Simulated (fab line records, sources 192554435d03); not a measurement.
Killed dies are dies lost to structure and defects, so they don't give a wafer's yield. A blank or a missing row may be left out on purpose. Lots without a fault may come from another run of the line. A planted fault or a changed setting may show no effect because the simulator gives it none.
Which tool did it? | flow n5_finfet | 23 lots, 69 wafers sampled, at 4 steps of a route of 1938

WHAT THE GAUGES READ, wafer by wafer
N5_BEOL_M8_OVL_MEAS_12. Usual: M8_OVL -0.1 nm, standard deviation 0.77.
lot  | measured     | on         | M8_OVL (nm)    | flag
L075 | day 10 08:52 | overlay-01 | -0.2 -0.1 -0.3 |
L074 | day 10 13:11 | overlay-01 | -0.4 -0.2 0.8  |
L076 | day 10 22:28 | overlay-01 | 0.1 0.6 0.2    |
L077 | day 11 03:46 | overlay-02 | -0.7 -0.5 -0.4 |
L079 | day 11 08:28 | overlay-02 | -0.3 -0.2 -0.9 |
L078 | day 11 09:02 | overlay-02 | 0.4 1.6 1.8    |
L080 | day 11 11:24 | overlay-02 | -0.2 0.0 -0.5  |
L083 | day 11 16:34 | overlay-01 | -1.2 -1.0 -1.4 |
L081 | day 12 12:22 | overlay-02 | -0.5 -0.9 -2.3 |
L084 | day 12 21:02 | overlay-01 | 0.8 0.6 -0.9   |
L082 | day 12 21:12 | overlay-02 | 0.9 1.2 0.9    |
L088 | day 13 01:53 | overlay-02 | 0.7 0.7 -0.1   |
L085 | day 13 07:17 | overlay-01 | 0.7 0.5 -0.1   |
L086 | day 13 16:31 | overlay-02 | 0.2 0.4 -0.5   |
L087 | day 13 20:20 | overlay-01 | -1.6 -0.7 -0.7 |
L089 | day 14 05:28 | overlay-02 | -0.3 -0.4 -0.4 |
L090 | day 14 09:13 | overlay-02 | -1.4 0.1 -1.1  |
L092 | day 14 09:58 | overlay-01 | 0.1 -0.5 -0.1  |
L091 | day 14 13:27 | overlay-02 | -0.6 -0.7 -0.7 |
L094 | day 15 00:12 | overlay-02 | 0.4 -0.3 -0.2  |
L095 | day 15 09:11 | overlay-02 | 0.8 1.2 0.1    |
L096 | day 16 02:38 | overlay-01 | 0.6 -0.3 -0.4  |
L097 | day 16 07:05 | overlay-01 | 0.1 0.7 1.0    |

N5_BEOL_M8_CD_MEAS_18: pitch 80 nm, target cd 40 nm. Usual: cd_nm 40.2 nm, standard deviation 0.68.
lot  | measured     | on        | cd_nm (nm)     | flag
L075 | day 10 09:31 | cd_sem-02 | 40.5 41.1 41.4 |
L074 | day 10 14:02 | cd_sem-02 | 40.9 40.8 41.7 |
L076 | day 10 23:11 | cd_sem-02 | 39.8 40.5 41.6 |
L077 | day 11 04:45 | cd_sem-03 | 40.5 41.9 39.9 |
L079 | day 11 08:59 | cd_sem-02 | 40.7 41.1 40.1 |
L078 | day 11 09:34 | cd_sem-01 | 39.0 39.7 39.1 |
L080 | day 11 11:56 | cd_sem-02 | 39.5 40.2 40.6 |
L083 | day 11 17:05 | cd_sem-02 | 40.3 40.5 40.7 |
L081 | day 12 12:55 | cd_sem-02 | 40.4 39.5 40.0 |
L084 | day 12 21:47 | cd_sem-01 | 40.2 39.1 39.7 |
L082 | day 12 21:44 | cd_sem-03 | 41.1 41.5 40.8 |
L088 | day 13 02:41 | cd_sem-03 | 39.0 38.4 39.7 |
L085 | day 13 07:49 | cd_sem-01 | 40.0 40.5 39.7 |
L086 | day 13 17:02 | cd_sem-02 | 40.6 40.1 40.6 |
L087 | day 13 20:52 | cd_sem-03 | 40.1 40.5 39.7 |
L089 | day 14 05:59 | cd_sem-02 | 40.5 41.4 39.6 |
L090 | day 14 10:04 | cd_sem-03 | 40.2 40.8 40.2 |
L092 | day 14 10:30 | cd_sem-01 | 39.3 41.0 40.8 |
L091 | day 14 14:40 | cd_sem-03 | 40.5 41.0 39.9 |
L094 | day 15 00:43 | cd_sem-03 | 39.4 39.4 40.1 |
L095 | day 15 09:43 | cd_sem-01 | 39.7 40.5 39.6 |
L096 | day 16 03:11 | cd_sem-02 | 41.3 40.3 41.0 |
L097 | day 16 08:17 | cd_sem-02 | 40.3 41.0 40.7 |

WHICH TOOL RAN EACH LOT (tool, then ch and the chambers of the sampled wafers, then the start)
lot  | N5_BEOL_M8_ETCH_61                 | N5_BEOL_M8_HM_OPEN_17
L075 | rie_diel-03 ch 0,3, day 10 08:58   | rie_metal-03 ch 0,1, day 10 09:12
L074 | rie_diel-03 ch 0,1, day 10 13:37   | rie_metal-03 ch 0,1, day 10 13:53
L076 | rie_diel-01 ch 0,2,3, day 10 22:46 | rie_metal-03 ch 0,1, day 10 23:02
L077 | rie_diel-06 ch 1,2, day 11 04:17   | rie_metal-01 ch 0,1, day 11 04:32
L079 | rie_diel-01 ch 0,1,3, day 11 08:34 | rie_metal-02 ch 0,1, day 11 08:49
L078 | rie_diel-01 ch 1,3, day 11 09:08   | rie_metal-01 ch 0,1, day 11 09:25
L080 | rie_diel-03 ch 2,3, day 11 11:31   | rie_metal-03 ch 0,1, day 11 11:46
L083 | rie_diel-06 ch 1,3, day 11 16:40   | rie_metal-01 ch 0,1, day 11 16:56
L081 | rie_diel-06 ch 1,2,3, day 12 12:28 | rie_metal-01 ch 0,1, day 12 12:43
L084 | rie_diel-06 ch 0,3, day 12 21:16   | rie_metal-02 ch 0, day 12 21:32
L082 | rie_diel-03 ch 1,2,3, day 12 21:19 | rie_metal-03 ch 0,1, day 12 21:33
L088 | rie_diel-01 ch 0,2, day 13 02:09   | rie_metal-02 ch 0, day 13 02:24
L085 | rie_diel-03 ch 0,1,3, day 13 07:23 | rie_metal-01 ch 0,1, day 13 07:38
L086 | rie_diel-06 ch 1,2, day 13 16:37   | rie_metal-03 ch 0,1, day 13 16:52
L087 | rie_diel-06 ch 0,2, day 13 20:26   | rie_metal-01 ch 0,1, day 13 20:41
L089 | rie_diel-03 ch 0,1,2, day 14 05:33 | rie_metal-01 ch 0,1, day 14 05:47
L090 | rie_diel-06 ch 0,1,2, day 14 09:38 | rie_metal-03 ch 0,1, day 14 09:53
L092 | rie_diel-06 ch 0,1, day 14 10:04   | rie_metal-02 ch 0,1, day 14 10:19
L091 | rie_diel-06 ch 1,2,3, day 14 14:14 | rie_metal-03 ch 0,1, day 14 14:29
L094 | rie_diel-06 ch 1,2, day 15 00:18   | rie_metal-02 ch 0,1, day 15 00:32
L095 | rie_diel-06 ch 0,1,3, day 15 09:17 | rie_metal-02 ch 0,1, day 15 09:34
L096 | rie_diel-03 ch 0,1,2, day 16 02:44 | rie_metal-03 ch 0,1, day 16 02:58
L097 | rie_diel-01 ch 1,3, day 16 07:52   | rie_metal-02 ch 0, day 16 08:07
- N5_BEOL_M8_ETCH_61: etches SiARC in CF4, target depth 45.5 nm, time 75.8 s.
- N5_BEOL_M8_HM_OPEN_17: chemistry Cl2/BCl3, target TiN, target depth 20 nm, overetch 6 nm.

WHAT THE TOOLS THEMSELVES READ (means of the sampled wafers that have a number; where no wafer has one, the mark that the record gives instead)
N5_BEOL_M8_ETCH_61. Usual: drypump_motor_current_A 5.7 A, standard deviation 0.43; etch_rf_on_time_s 76.2 s, standard deviation 1.8; oes_product_au 0.68 a.u., standard deviation 0.077; rf_vpp_V 183.8 V, standard deviation 1.1; showerhead_plenum_p_Torr 2.12 Torr, standard deviation 0.072; throttle_valve_pct 15.59 %, standard deviation 0.25.
lot  | tool        | drypump_motor_current_A (A) | etch_rf_on_time_s (s) | oes_product_au (a.u.) | rf_vpp_V (V) | showerhead_plenum_p_Torr (Torr) | throttle_valve_pct (%) | flag
L075 | rie_diel-03 | 6.2                         | 77.3                  | 0.66                  | 183.3        | 2.17                            | 15.51                  |
L074 | rie_diel-03 | 5.6                         | 73.7                  | 0.78                  | 183.8        | 2.15                            | 15.62                  |
L076 | rie_diel-01 | 5.6                         | 77.4                  | 0.60                  | 184.1        | 2.15                            | 15.72                  |
L077 | rie_diel-06 | 5.3                         | 75.5                  | 0.77                  | 184.5        | 2.15                            | 15.26                  |
L079 | rie_diel-01 | 5.4                         | 76.3                  | 0.60                  | 184.1        | 2.11                            | 15.84                  |
L078 | rie_diel-01 | 5.4                         | 75.6                  | 0.59                  | 183.6        | 2.05                            | 16.00                  |
L080 | rie_diel-03 | 6.0                         | 76.6                  | 0.72                  | 185.7        | 2.26                            | 15.56                  |
L083 | rie_diel-06 | 5.4                         | 74.8                  | 0.75                  | 183.2        | 2.08                            | 15.35                  |
L081 | rie_diel-06 | 5.5                         | 75.8                  | 0.74                  | 184.0        | 2.11                            | 15.43                  |
L084 | rie_diel-06 | 5.8                         | 76.5                  | 0.68                  | 183.3        | 2.08                            | 15.78                  |
L082 | rie_diel-03 | 6.0                         | 76.3                  | 0.74                  | 184.4        | 2.23                            | 15.57                  |
L088 | rie_diel-01 | 5.7                         | 78.4                  | 0.58                  | 183.6        | 2.14                            | 15.82                  |
L085 | rie_diel-03 | 5.9                         | 76.2                  | 0.69                  | 184.1        | 2.15                            | 15.61                  |
L086 | rie_diel-06 | 5.4                         | 75.3                  | 0.74                  | 183.9        | 2.14                            | 15.30                  |
L087 | rie_diel-06 | 5.7                         | 76.2                  | 0.71                  | 184.0        | 2.13                            | 15.49                  |
L089 | rie_diel-03 | 5.6                         | 75.9                  | 0.69                  | 184.2        | 2.17                            | 15.70                  |
L090 | rie_diel-06 | 5.8                         | 75.9                  | 0.70                  | 183.9        | 2.10                            | 15.44                  |
L092 | rie_diel-06 | 5.8                         | 75.5                  | 0.69                  | 182.8        | 2.07                            | 15.38                  |
L091 | rie_diel-06 | 5.4                         | 75.5                  | 0.72                  | 184.4        | 2.11                            | 15.46                  |
L094 | rie_diel-06 | 5.4                         | 75.7                  | 0.73                  | 184.4        | 2.14                            | 15.32                  |
L095 | rie_diel-06 | 5.9                         | 76.4                  | 0.67                  | 183.1        | 2.07                            | 15.59                  |
L096 | rie_diel-03 | 5.6                         | 75.7                  | 0.68                  | 184.4        | 2.16                            | 15.72                  |
L097 | rie_diel-01 | 5.4                         | 76.0                  | 0.78                  | 184.4        | 2.21                            | 15.57                  |

N5_BEOL_M8_HM_OPEN_17. Usual: bcl3_flow_sccm 21.74 sccm, standard deviation 0.066; drypump_motor_current_A 5.64 A, standard deviation 0.25; oes_product_au 0.72 a.u., standard deviation 0.075; throttle_valve_pct 22.15 %, standard deviation 0.27.
lot  | tool         | bcl3_flow_sccm (sccm) | drypump_motor_current_A (A) | oes_product_au (a.u.) | throttle_valve_pct (%) | flag
L075 | rie_metal-03 | 21.76                 | 5.71                        | 0.77                  | 21.84                  |
L074 | rie_metal-03 | 21.75                 | 5.70                        | 0.77                  | 21.85                  |
L076 | rie_metal-03 | 21.76                 | 5.49                        | 0.73                  | 21.90                  |
L077 | rie_metal-01 | 21.70                 | 5.50                        | 0.69                  | 22.16                  |
L079 | rie_metal-02 | 21.71                 | 5.84                        | 0.73                  | 22.44                  |
L078 | rie_metal-01 | 21.72                 | 5.43                        | 0.64                  | 22.35                  |
L080 | rie_metal-03 | 21.80                 | 5.71                        | 0.76                  | 21.86                  |
L083 | rie_metal-01 | 21.78                 | 5.52                        | 0.68                  | 22.14                  |
L081 | rie_metal-01 | 21.73                 | 5.43                        | 0.63                  | 22.35                  |
L084 | rie_metal-02 | 21.75                 | 5.77                        | 0.80                  | 22.37                  |
L082 | rie_metal-03 | 21.77                 | 5.50                        | 0.73                  | 21.90                  |
L088 | rie_metal-02 | 21.79                 | 5.77                        | 0.79                  | 22.37                  |
L085 | rie_metal-01 | 21.73                 | 5.45                        | 0.62                  | 22.37                  |
L086 | rie_metal-03 | 21.73                 | 5.72                        | 0.75                  | 21.87                  |
L087 | rie_metal-01 | 21.71                 | 5.49                        | 0.67                  | 22.17                  |
L089 | rie_metal-01 | 21.73                 | 5.45                        | 0.61                  | 22.39                  |
L090 | rie_metal-03 | 21.79                 | 5.71                        | 0.74                  | 21.86                  |
L092 | rie_metal-02 | 21.73                 | 5.81                        | 0.77                  | 22.34                  |
L091 | rie_metal-03 | 21.74                 | 5.72                        | 0.73                  | 21.86                  |
L094 | rie_metal-02 | 21.76                 | 5.82                        | 0.77                  | 22.35                  |
L095 | rie_metal-02 | 21.68                 | 5.87                        | 0.77                  | 22.32                  |
L096 | rie_metal-03 | 21.74                 | 5.71                        | 0.72                  | 21.87                  |
L097 | rie_metal-02 | 21.72                 | 5.81                        | 0.74                  | 22.40                  |

THE ANSWER, worked out from the rows above alone
Rule: a lot is off if the mean of its wafers that have a number lies more than 3 standard deviations from the usual mean. A lot without any number at a reading at which 4 lots or more have one is off too. The other lots that the step has rows for count as sound. The gauges are gone through in route order, then the tools' own readings, and for those a lot's mean is taken as printed above. The first step at which some lot is off is used, and at that step the reading that is off furthest; a lot without a number counts as furthest.
No lot is off at any reading shown: from this, nothing can be told.

WHAT THE SIMULATOR HAD PUT IN
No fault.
